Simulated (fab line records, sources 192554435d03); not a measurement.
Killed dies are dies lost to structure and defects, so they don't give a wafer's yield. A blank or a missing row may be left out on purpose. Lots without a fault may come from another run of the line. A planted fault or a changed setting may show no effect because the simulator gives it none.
fab line records | flow n5_finfet
record lots=24 wafers=72 last_day=18
route steps=1938 shown BEOL_M7@1330 BEOL_M8@1365 BEOL_M9@1416
lots that met no fault: from a run of the same line without faults
start_h: hours from the record's first day to the start of the lot's first wafer shown | wait_h: hours since the lot's step before | " the same as in the row above | L1.1+2: a row that stands for several wafers | - no value, or no start given | * or withheld: withheld | < > ~ a bound
route shown NAME@n: a module of which the file shows steps, and the number in the route of the first | usual: mean/standard deviation of fault-free wafers | same: alike in all rows | chamber/n: place in a boat | sites: the reading at each site | _std_site: their standard deviation | _edge_site: outer sites' mean less inner sites' | radius_mm: how far each site lies from the wafer's centre | mask NAME#n: copy n | behind: the tool/chamber that last shaped the wafer | hold: why the lot was held/for how many hours/how that ended | device: the transistor (n, p or np) that didn't switch | end of line: the same wafers' tests at the end of the route | a step without rows: its recipe alone | killed: dies lost to structure and defects at the first sort, not the wafer's yield | map: a wafer's dies, x killed, . not, _ none there
set.NAME: the setting as run; set.NAME@STEP: as run at that earlier step | model.NAME: the simulator's own value behind a step, which no gauge read
steps of the route over a sample of lots; a table a step, a row a wafer
services: from which hour (start_h, from the record's first day; less than 0 if before it) a tool's chamber was out of use, for how many hours, and why
## steps
# step N5_BEOL_M7_RS_MEAS_57
# recipe thk_meas_gauge=four-point-probe reads=Cu_of_BEOL_M7_ECD_50+Co_of_BEOL_M7_CVD_78+TaN_of_BEOL_M7_ALD_77
# usual M7_RS=0.287/0.012
# columns lot.wafer tool chamber start_h wait_h M7_RS[ohm/sq]
L074.3 film_metro-02 - 193.85 0.1 0.277
L074.4 " - " " 0.288
L074.6 " - " " 0.291
L075.1 film_metro-02 - 204.85 0.1 0.288
L075.2 " - " " 0.284
L075.4 " - " " 0.284
L077.2 film_metro-01 - 211.07 0.1 0.285
L077.5 " - " " 0.289
L077.6 " - " " 0.290
L076.2 film_metro-01 - 226.79 0.1 0.300
L076.3 " - " " 0.299
L076.4 " - " " 0.261
L081.2 film_metro-01 - 231.67 0.1 0.300
L081.3 " - " " 0.302
L081.5 " - " " 0.302
L079.3 film_metro-01 - 233.76 0.1 0.281
L079.4 " - " " 0.286
L079.6 " - " " 0.296
L080.1 film_metro-02 - 234.03 0.1 0.287
L080.3 " - " " 0.288
L080.4 " - " " 0.297
L082.3 film_metro-01 - 261.78 0.1 0.297
L082.4 " - " " 0.268
L082.6 " - " " 0.282
L078.1 film_metro-01 - 265.45 0.1 0.296
L078.4 " - " " 0.293
L078.5 " - " " 0.284
L083.4 film_metro-01 - 270.84 0.0 0.299
L083.5 " - " " 0.280
L083.6 " - " " 0.271
L084.2 film_metro-02 - 275.37 0.1 0.283
L084.4 " - " " 0.280
L084.6 " - " " 0.285
L085.1 film_metro-01 - 284.89 0.1 0.283
L085.2 " - " " 0.279
L085.6 " - " " 0.274
L086.2 film_metro-01 - 286.50 0.1 0.297
L086.5 " - " " 0.288
L086.6 " - " " 0.303
L088.1 film_metro-02 - 297.45 0.1 0.295
L088.2 " - " " 0.290
L088.3 " - " " 0.292
L087.2 film_metro-01 - 305.73 0.1 0.287
L087.3 " - " " 0.299
L087.6 " - " " 0.298
L090.1 film_metro-01 - 314.09 0.1 0.282
L090.3 " - " " 0.297
L090.5 " - " " 0.297
L089.2 film_metro-02 - 322.98 0.1 0.281
L089.4 " - " " 0.304
L089.6 " - " " 0.298
L091.1 film_metro-01 - 331.90 0.1 0.269
L091.2 " - " " 0.288
L091.4 " - " " 0.275
L092.1 film_metro-02 - 338.46 0.1 0.298
L092.3 " - " " 0.277
L092.4 " - " " 0.296
L095.1 film_metro-01 - 341.35 0.1 0.301
L095.2 " - " " 0.291
L095.4 " - " " 0.301
L093.1 film_metro-02 - 343.97 0.1 0.292
L093.5 " - " " 0.273
L093.6 " - " " 0.299
L094.2 film_metro-02 - 345.19 0.1 0.285
L094.3 " - " " 0.260
L094.5 " - " " 0.282
L097.2 film_metro-02 - 347.83 0.1 0.300
L097.4 " - " " 0.298
L097.5 " - " " 0.281
L096.4 film_metro-02 - 353.55 0.0 0.280
L096.5 " - " " 0.276
L096.6 " - " " 0.281
# step N5_BEOL_M8_CD_MEAS_28
# recipe target_cd_nm=40 landing_energy_ev=500 detector=se_inlens
# usual cd_nm=39.96/0.23
# columns lot.wafer tool chamber start_h wait_h cd_nm
L074.3 cd_sem-01 0 197.00 - 39.93
L074.4 " 0 " " 40.07
L074.6 " 0 " " 40.06
L075.1 cd_sem-03 0 214.00 - 39.98
L075.2 " 0 " " 40.27
L075.4 " 0 " " 39.68
L077.2 cd_sem-01 0 216.50 - 39.90
L077.5 " 0 " " 40.22
L077.6 " 0 " " 40.26
L076.2 cd_sem-03 0 231.94 - 40.06
L076.3 " 0 " " 39.71
L076.4 " 0 " " 40.19
L081.2 cd_sem-03 0 235.76 - 39.70
L081.3 " 0 " " 40.19
L081.5 " 0 " " 40.03
L079.3 cd_sem-02 0 237.59 - 40.05
L079.4 " 0 " " 39.73
L079.6 " 0 " " 40.00
L080.1 cd_sem-01 0 237.90 - 40.03
L080.3 " 0 " " 39.69
L080.4 " 0 " " 39.70
L082.3 cd_sem-03 0 267.01 - 39.99
L082.4 " 0 " " 40.02
L082.6 " 0 " " 40.22
L078.1 cd_sem-02 0 271.20 - 39.71
L078.4 " 0 " " 40.15
L078.5 " 0 " " 39.95
L083.4 cd_sem-02 0 273.62 - 39.98
L083.5 " 0 " " 39.46
L083.6 " 0 " " 39.52
L084.2 cd_sem-01 0 279.22 - 40.16
L084.4 " 0 " " 39.98
L084.6 " 0 " " 40.11
L085.1 cd_sem-03 0 288.80 - 39.91
L085.2 " 0 " " 39.97
L085.6 " 0 " " 40.29
L086.2 cd_sem-03 0 293.79 - 40.05
L086.5 " 0 " " 40.02
L086.6 " 0 " " 40.07
L088.1 cd_sem-02 0 303.30 - 39.87
L088.2 " 0 " " 39.45
L088.3 " 0 " " 39.94
L087.2 cd_sem-02 0 308.92 - 39.73
L087.3 " 0 " " 39.79
L087.6 " 0 " " 39.99
L090.1 cd_sem-02 0 320.33 - 40.09
L090.3 " 0 " " 40.03
L090.5 " 0 " " 40.28
L089.2 cd_sem-01 0 330.41 - 40.06
L089.4 " 0 " " 40.09
L089.6 " 0 " " 39.69
L091.1 cd_sem-03 0 336.01 - 40.05
L091.2 " 0 " " 39.87
L091.4 " 0 " " 40.15
L092.1 cd_sem-01 0 342.68 - 39.74
L092.3 " 0 " " 40.41
L092.4 " 0 " " 40.05
L095.1 cd_sem-03 0 346.00 - 40.00
L095.2 " 0 " " 39.52
L095.4 " 0 " " 39.57
L093.1 cd_sem-03 0 346.32 - 40.29
L093.5 " 0 " " 39.54
L093.6 " 0 " " 40.44
L094.2 cd_sem-03 0 349.15 - 39.67
L094.3 " 0 " " 39.85
L094.5 " 0 " " 40.00
L097.2 cd_sem-02 0 352.57 - 40.14
L097.4 " 0 " " 39.76
L097.5 " 0 " " 39.95
L096.4 cd_sem-02 0 358.38 - 39.60
L096.5 " 0 " " 39.83
L096.6 " 0 " " 39.65
# step N5_BEOL_M9_INSPECT_13
# recipe mode=adi inspect_instrument=brightfield
# usual raw_defect_count=408/110
# columns lot.wafer tool chamber start_h wait_h raw_defect_count
L074.3 defect_inspect-01 - 202.85 0.0 297
L074.4 " - " " 406
L074.6 " - " " 456
L075.1 defect_inspect-01 - 220.07 0.0 675
L075.2 " - " " 467
L075.4 " - " " 459
L077.2 defect_inspect-01 - 224.60 0.0 345
L077.5 " - " " 332
L077.6 " - " " 397
L076.2 defect_inspect-01 - 239.00 0.0 657
L076.3 " - " " 512
L076.4 " - " " 607
L081.2 defect_inspect-01 - 245.07 0.0 365
L081.3 " - " " 349
L081.5 " - " " 319
L079.3 defect_inspect-01 - 246.33 0.0 693
L079.4 " - " " 396
L079.6 " - " " 495
L080.1 defect_inspect-02 - 247.38 0.0 449
L080.3 " - " " 363
L080.4 " - " " 399
L082.3 defect_inspect-01 - 272.29 0.0 313
L082.4 " - " " 256
L082.6 " - " " 264
L078.1 defect_inspect-02 - 276.41 0.0 319
L078.4 " - " " 359
L078.5 " - " " 294
L083.4 defect_inspect-02 - 279.25 0.0 367
L083.5 " - " " 303
L083.6 " - " " 330
L084.2 defect_inspect-02 - 284.07 0.0 275
L084.4 " - " " 353
L084.6 " - " " 405
L085.1 defect_inspect-02 - 298.92 0.0 508
L085.2 " - " " 697
L085.6 " - " " 557
L086.2 defect_inspect-01 - 299.42 0.0 281
L086.5 " - " " 385
L086.6 " - " " 405
L088.1 defect_inspect-01 - 308.64 0.0 447
L088.2 " - " " 446
L088.3 " - " " 450
L087.2 defect_inspect-02 - 317.02 0.0 526
L087.3 " - " " 442
L087.6 " - " " 441
L090.1 defect_inspect-01 - 327.17 0.0 436
L090.3 " - " " 485
L090.5 " - " " 515
L089.2 defect_inspect-01 - 335.77 0.0 464
L089.4 " - " " 371
L089.6 " - " " 377
L091.1 defect_inspect-02 - 341.05 0.0 396
L091.2 " - " " 401
L091.4 " - " " 451
L092.1 defect_inspect-01 - 350.32 0.0 293
L092.3 " - " " 212
L092.4 " - " " 215
L095.1 defect_inspect-01 - 354.05 0.0 282
L095.2 " - " " 472
L095.4 " - " " 322
L093.1 defect_inspect-01 - 354.27 0.0 437
L093.5 " - " " 323
L093.6 " - " " 453
L094.2 defect_inspect-01 - 354.57 0.0 246
L094.3 " - " " 377
L094.5 " - " " 278
L097.2 defect_inspect-02 - 359.83 0.0 537
L097.4 " - " " 343
L097.5 " - " " 351
L096.4 defect_inspect-02 - 363.38 0.0 333
L096.5 " - " " 522
L096.6 " - " " 268
# step N5_BEOL_M9_CD_MEAS_18
# recipe pitch_nm=140 target_cd_nm=70
# usual cd_nm=69.3/0.8
# columns lot.wafer tool chamber start_h wait_h cd_nm
L074.3 cd_sem-02 - 204.38 0.1 69.2
L074.4 " - " " 69.0
L074.6 " - " " 69.3
L075.1 cd_sem-03 - 220.82 0.0 68.4
L075.2 " - " " 69.3
L075.4 " - " " 70.1
L077.2 cd_sem-01 - 225.10 0.1 68.4
L077.5 " - " " 69.2
L077.6 " - " " 69.6
L076.2 cd_sem-01 - 239.50 0.1 68.8
L076.3 " - " " 68.5
L076.4 " - " " 70.1
L081.2 cd_sem-01 - 245.64 0.1 69.2
L081.3 " - " " 68.8
L081.5 " - " " 68.9
L079.3 cd_sem-03 - 246.82 0.1 69.9
L079.4 " - " " 68.4
L079.6 " - " " 69.7
L080.1 cd_sem-03 - 247.87 0.0 68.4
L080.3 " - " " 68.2
L080.4 " - " " 69.5
L082.3 cd_sem-03 - 272.80 0.1 68.3
L082.4 " - " " 69.2
L082.6 " - " " 69.2
L078.1 cd_sem-01 - 276.89 0.0 69.4
L078.4 " - " " 70.9
L078.5 " - " " 69.3
L083.4 cd_sem-03 - 280.20 0.1 69.6
L083.5 " - " " 69.7
L083.6 " - " " 69.0
L084.2 cd_sem-03 - 284.56 0.1 68.9
L084.4 " - " " 68.7
L084.6 " - " " 70.5
L085.1 cd_sem-01 - 299.62 0.0 68.8
L085.2 " - " " 70.3
L085.6 " - " " 70.0
L086.2 cd_sem-02 - 300.04 0.1 69.1
L086.5 " - " " 69.3
L086.6 " - " " 68.3
L088.1 cd_sem-03 - 309.52 0.0 70.7
L088.2 " - " " 68.0
L088.3 " - " " 70.5
L087.2 cd_sem-03 - 317.50 0.1 70.2
L087.3 " - " " 69.7
L087.6 " - " " 69.2
L090.1 cd_sem-02 - 327.66 0.0 70.0
L090.3 " - " " 70.0
L090.5 " - " " 70.3
L089.2 cd_sem-01 - 336.27 0.1 70.2
L089.4 " - " " 68.9
L089.6 " - " " 68.5
L091.1 cd_sem-03 - 341.56 0.1 67.0
L091.2 " - " " 69.0
L091.4 " - " " 68.7
L092.1 cd_sem-01 - 351.10 0.0 68.7
L092.3 " - " " 68.9
L092.4 " - " " 69.7
L095.1 cd_sem-01 - 354.53 0.0 69.2
L095.2 " - " " 70.1
L095.4 " - " " 68.3
L093.1 cd_sem-03 - 354.76 0.0 69.9
L093.5 " - " " 70.0
L093.6 " - " " 68.8
L094.2 cd_sem-03 - 355.06 0.1 69.4
L094.3 " - " " 68.9
L094.5 " - " " 69.4
L097.2 cd_sem-02 - 360.34 0.1 70.3
L097.4 " - " " 68.6
L097.5 " - " " 70.4
L096.4 cd_sem-01 - 363.87 0.1 68.3
L096.5 " - " " 68.5
L096.6 " - " " 69.0
# step N5_BEOL_M9_INSPECT_30
# recipe mode=adi inspect_instrument=brightfield
# usual raw_defect_count=410/110
# columns lot.wafer tool chamber start_h wait_h raw_defect_count
L074.3 defect_inspect-01 - 213.90 0.0 316
L074.4 " - " " 410
L074.6 " - " " 488
L075.1 defect_inspect-02 - 223.43 0.1 643
L075.2 " - " " 460
L075.4 " - " " 447
L077.2 defect_inspect-02 - 229.56 0.0 352
L077.5 " - " " 353
L077.6 " - " " 384
L076.2 defect_inspect-01 - 246.72 0.0 632
L076.3 " - " " 512
L076.4 " - " " 612
L079.3 defect_inspect-02 - 249.12 0.0 682
L079.4 " - " " 387
L079.6 " - " " 497
L081.2 defect_inspect-02 - 249.28 0.0 336
L081.3 " - " " 327
L081.5 " - " " 305
L080.1 defect_inspect-01 - 249.32 0.1 461
L080.3 " - " " 368
L080.4 " - " " 415
L082.3 defect_inspect-01 - 273.20 0.0 310
L082.4 " - " " 260
L082.6 " - " " 256
L078.1 defect_inspect-01 - 277.75 0.1 348
L078.4 " - " " 384
L078.5 " - " " 315
L083.4 defect_inspect-01 - 281.86 0.0 362
L083.5 " - " " 319
L083.6 " - " " 361
L084.2 defect_inspect-02 - 285.62 0.0 280
L084.4 " - " " 368
L084.6 " - " " 381
L085.1 defect_inspect-01 - 300.66 0.1 538
L085.2 " - " " 731
L085.6 " - " " 597
L086.2 defect_inspect-02 - 300.84 0.0 261
L086.5 " - " " 351
L086.6 " - " " 405
L088.1 defect_inspect-02 - 312.04 0.1 421
L088.2 " - " " 411
L088.3 " - " " 453
L087.2 defect_inspect-01 - 320.34 0.0 572
L087.3 " - " " 478
L087.6 " - " " 478
L090.1 defect_inspect-02 - 330.64 0.1 423
L090.3 " - " " 437
L090.5 " - " " 505
L089.2 defect_inspect-01 - 337.56 0.0 481
L089.4 " - " " 368
L089.6 " - " " 356
L091.1 defect_inspect-02 - 342.42 0.1 394
L091.2 " - " " 393
L091.4 " - " " 459
L092.1 defect_inspect-01 - 353.13 0.1 299
L092.3 " - " " 215
L092.4 " - " " 218
L095.1 defect_inspect-02 - 355.09 0.1 269
L095.2 " - " " 441
L095.4 " - " " 318
L093.1 defect_inspect-02 - 355.27 0.1 411
L093.5 " - " " 290
L093.6 " - " " 413
L094.2 defect_inspect-02 - 355.45 0.0 236
L094.3 " - " " 371
L094.5 " - " " 274
L097.2 defect_inspect-01 - 360.76 0.0 573
L097.4 " - " " 388
L097.5 " - " " 402
L096.4 defect_inspect-02 - 364.39 0.0 333
L096.5 " - " " 514
L096.6 " - " " 289
# step N5_BEOL_M9_ETCH_41
# recipe chemistry=CH3F/O2 target=SiCN target_depth_a=366 taper_deg=2 time_s=70.1 ion_energy_ev=120 mask_material=TiN pressure_mtorr=30 source_w=395 bias_w=75 Ar_flow_sccm=150 CH3F_flow_sccm=30 O2_flow_sccm=20
# usual drypump_motor_current_A=6.0/0.37 oes_product_au=0.80/0.1 rf_vpp_V=297.3/1.7 showerhead_plenum_p_Torr=1.99/0.071 throttle_valve_pct=16.31/0.23
# columns lot.wafer tool chamber start_h wait_h drypump_motor_current_A oes_product_au rf_hours_counter_h rf_vpp_V showerhead_plenum_p_Torr throttle_valve_pct
L074.3 rie_diel-03 2 - - 6.6 0.71 228 297.8 1.95 16.28
L074.4 " 0 " " 5.2 0.78 120 298.0 2.00 16.19
L074.6 " 0 " " 5.2 0.78 - 296.1 2.00 16.19
L075.1 rie_diel-01 3 - - 5.9 0.69 215 296.6 1.98 16.45
L075.2 " 1 " " 6.1 0.88 39 297.0 1.95 16.31
L075.4 " 2 " " 6.1 0.72 176 298.1 2.06 16.50
L077.2 rie_diel-02 2 - - 5.7 1.03 3 300.7 2.12 16.24
L077.5 " 2 " " 5.7 1.04 - 301.0 2.12 16.23
L077.6 " 1 " " 5.7 0.72 - 294.2 1.92 16.79
L076.2 rie_diel-02 2 - - 5.7 1.01 6 300.1 2.12 16.24
L076.3 " 3 " " 5.8 0.72 199 296.5 1.89 16.13
L076.4 " 0 " " 6.6 0.85 70 298.7 2.04 15.99
L079.3 rie_diel-02 1 - - 5.8 0.71 178 295.5 1.92 16.80
L079.4 " 0 " " 6.7 0.84 71 299.0 2.04 16.00
L079.6 " 2 " " 5.7 1.01 - 300.2 2.12 16.25
L081.2 rie_diel-02 3 - - 5.8 0.73 199 297.2 1.89 16.12
L081.3 " 2 " " 5.7 1.02 7 299.4 2.12 16.25
L081.5 " 3 " " 5.8 0.73 - 296.2 1.90 16.14
L080.1 rie_diel-03 1 - - 5.9 0.90 28 297.3 1.95 16.09
L080.3 " 2 " " 6.6 0.71 239 295.9 1.95 16.30
L080.4 " 0 " " 5.2 0.77 - 296.5 1.99 16.21
L082.3 rie_diel-02 2 - - 5.7 0.98 14 299.2 2.12 16.28
L082.4 " 0 " " 6.7 0.84 79 299.1 2.03 16.00
L082.6 " 3 " " 5.8 0.72 - 295.8 1.89 16.14
L078.1 rie_diel-03 2 - - 6.6 0.71 248 297.4 1.95 16.31
L078.4 " 1 " " 5.9 0.89 - 296.8 1.95 16.09
L078.5 " 2 " " 6.6 0.70 - 296.0 1.95 16.33
L083.4 rie_diel-01 0 - - 6.2 0.88 36 297.5 2.04 16.09
L083.5 " 1 " " 6.1 0.86 - 296.4 1.94 16.33
L083.6 " 2 " " 6.0 0.71 - 297.6 2.06 16.53
L084.2 rie_diel-02 3 - - 5.8 0.72 207 295.9 1.89 16.15
L084.4 " 1 " " 5.7 0.71 190 294.9 1.91 16.82
L084.6 " 0 " " 6.7 0.84 - 297.9 2.03 16.03
L085.1 rie_diel-01 1 - - 6.1 0.85 62 296.6 1.94 16.35
L085.2 " 3 " " 5.9 0.68 231 297.1 1.98 16.46
L085.6 " 3 " " 5.9 0.68 - 295.2 1.98 16.47
L086.2 rie_diel-03 3 - - 6.4 0.68 236 299.3 2.04 16.39
L086.5 " 0 " " 5.3 0.76 - 298.8 1.99 16.23
L086.6 " 1 " " 5.9 0.87 - 296.9 1.94 16.12
L088.1 rie_diel-03 3 - - 6.4 0.68 241 299.2 2.04 16.40
L088.2 " 1 " " 5.8 0.88 51 295.1 1.94 16.14
L088.3 " 1 " " 5.8 0.87 - 296.0 1.94 16.12
L087.2 rie_diel-03 3 - - 6.4 0.67 245 298.7 2.04 16.42
L087.3 " 1 " " 5.8 0.86 54 295.4 1.94 16.14
L087.6 " 3 " " 6.4 0.68 - 298.0 2.04 16.39
L090.1 rie_diel-02 0 - - 6.6 0.82 96 297.2 2.03 16.05
L090.3 " 3 " " 5.8 0.71 221 293.7 1.89 16.18
L090.5 " 2 " " 5.7 0.94 - 300.3 2.11 16.30
L089.2 rie_diel-01 0 - - 6.2 0.86 47 298.2 2.04 16.10
L089.4 " 3 " " 5.9 0.67 238 296.6 1.98 16.50
L089.6 " 2 " " 6.0 0.70 - 298.2 2.05 16.54
L091.1 rie_diel-01 3 - - 5.9 0.67 239 298.0 1.98 16.50
L091.2 " 0 " " 6.2 0.85 49 298.2 2.04 16.12
L091.4 " 1 " " 6.1 0.83 70 296.8 1.94 16.35
L092.1 rie_diel-02 1 - - 5.7 0.69 210 294.5 1.91 16.85
L092.3 " 2 " " 5.7 0.91 43 298.9 2.11 16.31
L092.4 " 0 " " 6.6 0.81 104 298.2 2.03 16.06
L095.1 rie_diel-03 1 - - 5.9 0.84 66 295.8 1.94 16.16
L095.2 " 2 " " 6.6 0.92 13 295.0 1.94 15.92
L095.4 " 1 " " 5.9 0.84 - 295.0 1.94 16.15
L093.1 rie_diel-02 0 - - 6.7 0.81 105 297.4 2.02 16.04
L093.5 " 3 " " 5.8 0.70 - 294.2 1.89 16.20
L093.6 " 2 " " 5.7 0.92 - 300.8 2.11 16.33
L094.2 rie_diel-02 2 - - 5.7 0.92 43 299.4 2.11 16.32
L094.3 " 0 " " 6.7 0.81 105 296.8 2.02 16.05
L094.5 " 2 " " 5.7 0.93 - 300.1 2.11 16.33
L097.2 rie_diel-01 0 - - 6.2 0.85 54 297.9 2.03 16.11
L097.4 " 3 " " 5.9 0.67 245 297.1 1.97 16.52
L097.5 " 2 " " 6.1 0.69 - 297.9 2.05 16.57
L096.4 rie_diel-01 1 - - 6.1 0.84 77 296.6 1.94 16.38
L096.5 " 0 " " 6.2 0.85 - 297.4 2.03 16.12
L096.6 " 1 " " 6.1 0.83 - 295.6 1.94 16.37
## services
# columns tool chamber start_h hours kind
rie_diel-02 2 203.25 - clean
rie_diel-02 2 203.25 - consumable_replace:focus_ring
rie_diel-02 2 203.25 - consumable_replace:showerhead
rie_diel-02 2 203.25 16.7 scheduled_down
rie_diel-02 2 203.25 16.7 vent_cycle
rie_diel-01 1 203.57 9.8 repair
rie_diel-01 3 254.41 9.7 repair
rie_diel-02 3 255.88 9.2 repair
rie_diel-03 3 274.13 5.8 repair
rie_diel-01 3 275.10 4.1 repair
rie_diel-03 2 283.09 - clean
rie_diel-03 2 283.09 - consumable_replace:focus_ring
rie_diel-03 2 283.09 32.6 scheduled_down
rie_diel-03 2 283.09 32.6 vent_cycle
rie_diel-03 0 311.45 3.0 repair
rie_diel-02 1 338.28 8.1 repair
rie_diel-03 3 340.36 - clean
rie_diel-03 3 340.36 - consumable_replace:esc
rie_diel-03 3 340.36 - consumable_replace:focus_ring
rie_diel-03 3 340.36 23.1 scheduled_down
rie_diel-03 3 340.36 23.1 vent_cycle
## key
fault none
